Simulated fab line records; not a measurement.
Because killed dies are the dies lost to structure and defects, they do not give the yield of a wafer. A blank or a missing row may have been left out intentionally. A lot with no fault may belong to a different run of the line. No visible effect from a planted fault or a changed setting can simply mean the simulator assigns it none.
A lot that was struck, set against a sound lot + flow n5 finfet + 37 out of 1938 route steps
Sound: the wafers L216.1, L216.4, L216.5. The struck wafers were L222.1, L222.2, L222.4. The cause comes at the end.
Order at every step that has rows: each side's tool, ch and its chambers, its first start. Under that, the readings that differ: sound wafers + struck wafers + difference of the means + sigmas: that difference in standard deviations of wafers without a fault.
alike: readings whose means differ by less than 2 such deviations, and words and numbers that are the same on both sides. not compared: withheld readings, readings that some wafer has no value for, bounds like >300 that may hide the same value, and numbers for which the record gives no deviation and whose values overlap.
A row with sigmas, a row that says differs or no value, or rows on one side alone: a step with any of these is where the two part. Non-overlapping numbers with no deviation appear without sigmas and do not part them. A reading that every wafer of one side lacks parts them only if that side has two wafers or more.

first, 8 steps without rows for these wafers: N5_BEOL_M8_SPUTTER_48 (material Cu, target thk 10 nm, time 1.667 s); N5_BEOL_M8_ECD_50 (material Cu, target thk 300 nm); N5_BEOL_M8_ANNEAL_51 (time 90 s); N5_BEOL_M8_CMP_52 (polishes, stops on SiCOH lowk, t overpolish 6.9 s, target thk 80 nm); N5_BEOL_M8_PRE_CLEAN_55 (time 15 s); N5_BEOL_M8_DEP_56 (deposits SiCN from 3MS/NH3, target thk 10 nm, time 17.5 s); N5_BEOL_M9_ILD_DEP_00 (deposits SiCOH lowk from DEMS/porogen, target thk 308.51 nm, time 58 s); N5_BEOL_M9_CURE_71 (cures SiCOH lowk, time 240 s).
N5_BEOL_M9_PECVD_70: deposits SiO2 from TEOS/O2, target thk 20 nm, time 22.7 s.
  sound on pecvd-03 ch 0,2, day 14 20:26; struck on pecvd-03 ch 0,2, day 16 00:48
| reading                                    | sound                | struck               | difference | sigmas |
|--------------------------------------------|----------------------|----------------------|------------|--------|
| susceptor temp C (C)                       | 399.95 400.03 399.52 | 376.93 377.21 377.01 | -22.78     | -95    |
| model.SiO2_of_BEOL_M9_PECVD_70.thk nm (nm) | 20 20.2 20.2         | 22.8 23 23.2         | +2.9       |        |
  alike: heater power w, rf fwd power W, showerhead plenum p Torr, throttle valve pct
then, 25 steps without rows for these wafers: N5_BEOL_M9_HM_DEP_02 (deposits TiN, target thk 20 nm); N5_BEOL_M9_COAT_59 (time 60 s, resist thk 100 nm); N5_BEOL_M9_COAT_60 (time 60 s, resist thk 30 nm); N5_BEOL_M9_COAT_05 (resist thk 90 nm); N5_BEOL_M9_EBR_07; N5_BEOL_M9_SOFTBAKE_06 (time 60 s); N5_BEOL_M9_EXPOSE_08 (exposes mask M9); N5_BEOL_M9_PEB_09 (peb time 60 s); N5_BEOL_M9_DEVELOP_10 (develop time 30 s); N5_BEOL_M9_DESCUM_16 (chemistry O2, time 7.9 s); N5_BEOL_M9_ETCH_61 (etches SiARC in CF4, target depth 39 nm, time 65 s); N5_BEOL_M9_ETCH_62 (etches SOC in N2/H2, target depth 110 nm, overetch 22 nm, time 165 s); N5_BEOL_M9_STRIP_68 (strips in N2/H2); N5_BEOL_M9_STRIP_67 (strips in CF4); N5_BEOL_M9_HM_OPEN_17 (chemistry Cl2/BCl3, target TiN, target depth 20 nm, overetch 6 nm); N5_BEOL_M9_STRIP_19 (strips in O2); N5_BEOL_M9_COAT_63 (time 60 s, resist thk 60 nm); N5_BEOL_M9_COAT_64 (time 60 s, resist thk 12 nm); N5_BEOL_M9_COAT_75 (time 60 s, resist thk 5 nm); N5_BEOL_M9_COAT_22 (resist thk 30 nm); N5_BEOL_M9_EBR_24; N5_BEOL_M9_SOFTBAKE_23 (time 60 s); N5_BEOL_M9_EXPOSE_25 (exposes mask V8); N5_BEOL_M9_PEB_26 (peb time 60 s); N5_BEOL_M9_DEVELOP_27 (develop time 30 s).
N5_BEOL_M9_HM_STRIP_39: strips TiN in peroxide tin strip, target depth 25 nm, time 158 s.
  sound on wet bench-05 ch 1,3,6, day 15 03:34; struck on wet bench-04 ch 2,4,7, day 16 06:46
| reading                                    | sound        | struck       | difference | sigmas |
|--------------------------------------------|--------------|--------------|------------|--------|
| model.SiO2_of_BEOL_M9_PECVD_70.thk nm (nm) | 19.8 20.2 20 | 22.6 22.8 23 | +2.8       |        |
N5_BEOL_M9_CMP_52: polishes, stops on SiCOH lowk, t overpolish 7 s, target thk 140 nm.
  sound on cmp-03 ch 0,1, day 15 06:37; struck on cmp-03 ch 0,1,2, day 16 09:24
| reading                      | sound          | struck         | difference | sigmas |
|------------------------------|----------------|----------------|------------|--------|
| barrier field endpoint s (s) | 29.0 29.4 29.5 | 33.5 32.6 32.6 | +3.6       | +5     |
  alike: clearing platen down force psi, motor current A
-- here the record skips 3 days between the struck wafers' starts before and after, leaving off in module BEOL_M9 and picking up in module PASSIVATION (first step shown: number 1936 of the route) --
N5_PASSIVATION_PROBE_49:
  the record has rows for the struck wafers here (prober-02, day 18 21:32) and none for the sound ones

## WHERE THEY PART
At N5_BEOL_M9_PECVD_70 first; at N5_PASSIVATION_PROBE_49 last (within this record only).

WHY: what the simulator had put in
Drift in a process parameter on pecvd-03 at N5_BEOL_M9_PECVD_70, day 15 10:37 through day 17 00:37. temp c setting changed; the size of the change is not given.
